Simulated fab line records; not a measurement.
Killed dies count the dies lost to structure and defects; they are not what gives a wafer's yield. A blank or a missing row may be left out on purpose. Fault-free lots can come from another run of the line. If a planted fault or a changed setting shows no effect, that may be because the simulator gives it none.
Matching of chambers || flow nandHarc || NHARC_THIN_TSV_DESCUM_35 on rieDiel-06 has 4 sister chambers
The step chemistry O2, time 3 s. 4 wafers are shown with their chamber, then 7 later ones without.

WAFERS, EACH WITH ITS CHAMBER
{"wafer": "L749.3", "chamber": 1, "drypumpMotorCurrentA (A)": 5.6}
{"wafer": "L750.6", "chamber": 2, "drypumpMotorCurrentA (A)": 6.7}
{"wafer": "L752.3", "chamber": 0, "drypumpMotorCurrentA (A)": 5.7}
{"wafer": "L752.5", "chamber": 3, "drypumpMotorCurrentA (A)": 6.1}

WAFERS WHOSE CHAMBER IS MISSING
{"wafer": "L752.6", "drypumpMotorCurrentA (A)": 6.7}
{"wafer": "L755.3", "drypumpMotorCurrentA (A)": 5.5}
{"wafer": "L755.4", "drypumpMotorCurrentA (A)": 5.7}
{"wafer": "L755.5", "drypumpMotorCurrentA (A)": 6.1}
{"wafer": "L753.4", "drypumpMotorCurrentA (A)": 6.1}
{"wafer": "L753.5", "drypumpMotorCurrentA (A)": 5.5}
{"wafer": "L753.6", "drypumpMotorCurrentA (A)": 6.7}

THE CHAMBER EACH PASSED THROUGH
{"wafer": "L752.6", "from the rows above": 2, "in truth": 2}
{"wafer": "L755.3", "from the rows above": "can't be placed: 1 or 0", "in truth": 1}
{"wafer": "L755.4", "from the rows above": "can't be placed: 0 or 1", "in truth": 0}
{"wafer": "L755.5", "from the rows above": 3, "in truth": 3}
{"wafer": "L753.4", "from the rows above": 3, "in truth": 3}
{"wafer": "L753.5", "from the rows above": "can't be placed: 1 or 0", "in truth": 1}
{"wafer": "L753.6", "from the rows above": 2, "in truth": 2}
Correct placement for 4 of the 7. Can't be placed from these rows: 3 (the true chamber is among the candidates in 3). Number placed wrongly: 0.
How it was worked out, from the rows above alone: a wafer's distance from a chamber is the root of the sum, over the readings, of the square of ((its reading less the chamber's mean) divided by the reading's scatter). The wafer belongs to the nearest chamber; if the next one is less than 2 further off, it can't be placed. The mean given for a chamber averages the wafers shown for that chamber. The scatter: with one shown wafer a chamber, the root of the mean of the squares of how far each hidden wafer lies from its nearest shown one.
